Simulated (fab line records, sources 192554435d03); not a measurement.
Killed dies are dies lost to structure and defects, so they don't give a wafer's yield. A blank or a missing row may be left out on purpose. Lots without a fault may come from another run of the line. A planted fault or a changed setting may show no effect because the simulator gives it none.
A struck lot beside a sound one | flow n5_finfet | 15 steps out of a route of 1938
Sound: wafers L365.1, L365.2, L365.3. Struck: wafers L382.4, L382.6. (L382.5 of the same lot was not struck and is left out.) The cause comes at the end.
At each step with rows: each side's tool, then ch and its chambers, then its first start. Under that, the readings that differ: sound wafers | struck wafers | difference of the means | sigmas: that difference in standard deviations of wafers without a fault.
alike: readings whose means differ by less than 2 such deviations, and words and numbers that are the same on both sides. not compared: withheld readings, readings that some wafer has no value for, bounds like >300 that may hide the same value, and numbers for which the record gives no deviation and whose values overlap.
The two part at a step that has a row with sigmas, a row that says differs or no value, or rows on one side only. Numbers that don't overlap but have no deviation are shown without sigmas and don't part them. A reading that every wafer of one side lacks parts them only if that side has two wafers or more.

first, 3 steps without rows for these wafers: N5_BEOL_M5_SRD_40 (time 30 s); N5_BEOL_M5_PRECLEAN_42 (cleans in residue remover, time 60 s); N5_BEOL_M5_SRD_43 (time 30 s).
N5_BEOL_M5_CD_MEAS_35: target cd 28 nm, target cd y 24 nm.
  sound on cd_sem-02, day 8 15:54; struck on cd_sem-01, day 13 05:10
  alike: cd_nm
N5_BEOL_M5_CURE_80: cures SiCOH lowk, time 120 s.
  sound on uv_cure-02 ch 0, day 8 15:56; struck on uv_cure-02 ch 2, day 13 05:39
  alike: lamp_power_pct, wafer_temp_C_max
N5_BEOL_M5_DEGAS_44: time 60 s.
  sound on pvd_sputter-03, day 8 16:16; struck on pvd_sputter-01, day 13 05:49
  alike: heater_power_w
then, 1 step without rows for these wafers: N5_BEOL_M5_PRE_CLEAN_45 (time 30 s).
N5_BEOL_M5_ALD_86: deposits TaN, pulse time 2 s, purge time 3 s, co reactant purge time 2 s.
  sound on ald_metal-04 ch 1,2,3, day 8 16:22; struck on ald_metal-01 ch 0,3, day 13 05:56
  alike: heater_power_w, precursor_vessel_pressure_torr
N5_BEOL_M5_SURFACE_TREAT_87:
  sound on pvd_sputter-03, day 8 16:37; struck on pvd_sputter-03, day 13 06:24
  not compared: throttle_valve_pct
then, 1 step without rows for these wafers: N5_BEOL_M5_CVD_47 (deposits Co from CCTBA/H2, target thk 3 nm, time 216 s).
N5_BEOL_M5_SPUTTER_48: material Cu, target thk 15 nm, time 27.62 s.
  sound on pvd_sputter-03, day 8 16:52; struck on pvd_sputter-03, day 13 06:44
  alike: chamber_pressure_pa, throttle_valve_pct
then, 1 step without rows for these wafers: N5_BEOL_M5_ANNEAL_49 (time 1800 s).
N5_BEOL_M5_SPUTTER_81: material Cu, target thk 15 nm, time 27.62 s.
  sound on pvd_sputter-03, day 8 17:57; struck on pvd_sputter-03, day 13 07:50
  reading                  | sound                   | struck          | difference | sigmas
  chamber_pressure_pa (Pa) | 0.06998 0.06992 0.06991 | 0.07558 0.07567 | +0.00569   | +41
  alike: throttle_valve_pct
then, 1 step without rows for these wafers: N5_BEOL_M5_ANNEAL_82 (time 1800 s).
-- the record jumps here: 4 days lie between the struck wafers' starts before and after (it left off in module BEOL_M5 and takes up again in module PASSIVATION, whose first step shown is number 1936 of the route) --
N5_PASSIVATION_PROBE_49:
  sound on prober-02, day 12 13:05; struck on prober-02, day 17 04:32
  alike: defect_limited_yield, killed_at_M0_to_M3, killed_at_M4_up, killed_at_contacts, killed_at_front_end, killed_at_other, killed_dies, killed_open, killed_short, sort_bin_5_function, sort_bin_6_memory, sort_bin_8_speed, sort_n_pass, sort_yield_pct

WHERE THEY PART
Only at N5_BEOL_M5_SPUTTER_81, within this record. Later steps at which nothing parts them and some readings are alike: N5_PASSIVATION_PROBE_49.

WHY: what the simulator had put in
Process parameter drift: pvd_sputter-03, from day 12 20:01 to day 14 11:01, at N5_BEOL_M5_SPUTTER_81. Setting chamber_pressure_pa, moved by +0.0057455, from 0.07. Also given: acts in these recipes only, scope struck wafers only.
